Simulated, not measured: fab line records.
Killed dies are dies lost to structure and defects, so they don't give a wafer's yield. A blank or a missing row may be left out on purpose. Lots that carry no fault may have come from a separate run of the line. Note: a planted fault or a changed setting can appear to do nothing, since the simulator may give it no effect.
Matching of chambers -- flow n5_finfet -- rie_diel-03 running N5_BEOL_M6_STRIP_19: 4 sister chambers
The step strips in O2. 8 wafers are shown with their chamber, then 9 later ones without.

## WAFERS, EACH WITH ITS CHAMBER
wafer,chamber,showerhead_plenum_p_Torr (Torr),throttle_valve_pct (%)
L078.4,3,2.12,16.92
L084.6,0,1.98,16.66
L088.1,2,2.25,16.67
L088.2,3,2.12,16.94
L088.3,1,2.15,16.37
L089.1,0,1.97,16.66
L089.3,1,2.15,16.36
L089.5,2,2.25,16.66

## WAFERS WHOSE CHAMBER IS MISSING
wafer,showerhead_plenum_p_Torr (Torr),throttle_valve_pct (%)
L091.1,2.15,16.36
L091.4,2.12,16.95
L091.5,1.97,16.66
L093.2,1.97,16.67
L093.3,2.24,16.69
L093.6,2.12,16.95
L095.4,2.12,16.99
L095.5,2.24,16.71
L095.6,2.15,16.40

## CHAMBER TAKEN BY EACH
wafer,from the rows above,in truth
L091.1,1,1
L091.4,3,3
L091.5,0,0
L093.2,0,0
L093.3,2,2
L093.6,3,3
L095.4,3,3
L095.5,2,2
L095.6,1,1
9 of 9 placed correctly. Number that these rows cannot place: 0. Placed wrongly: 0.
How it was worked out, from the rows above alone: a wafer's distance from a chamber is the root of the sum, over the readings, of the square of ((its reading less the chamber's mean) divided by the reading's scatter). The wafer belongs to the nearest chamber; if the next one is less than 2 further off, it can't be placed. Each chamber's mean is taken over the wafers shown for it. The scatter is the square root of a quotient: the sum, over the shown wafers, of each reading's squared deviation from its chamber's mean, divided by wafers minus chambers.
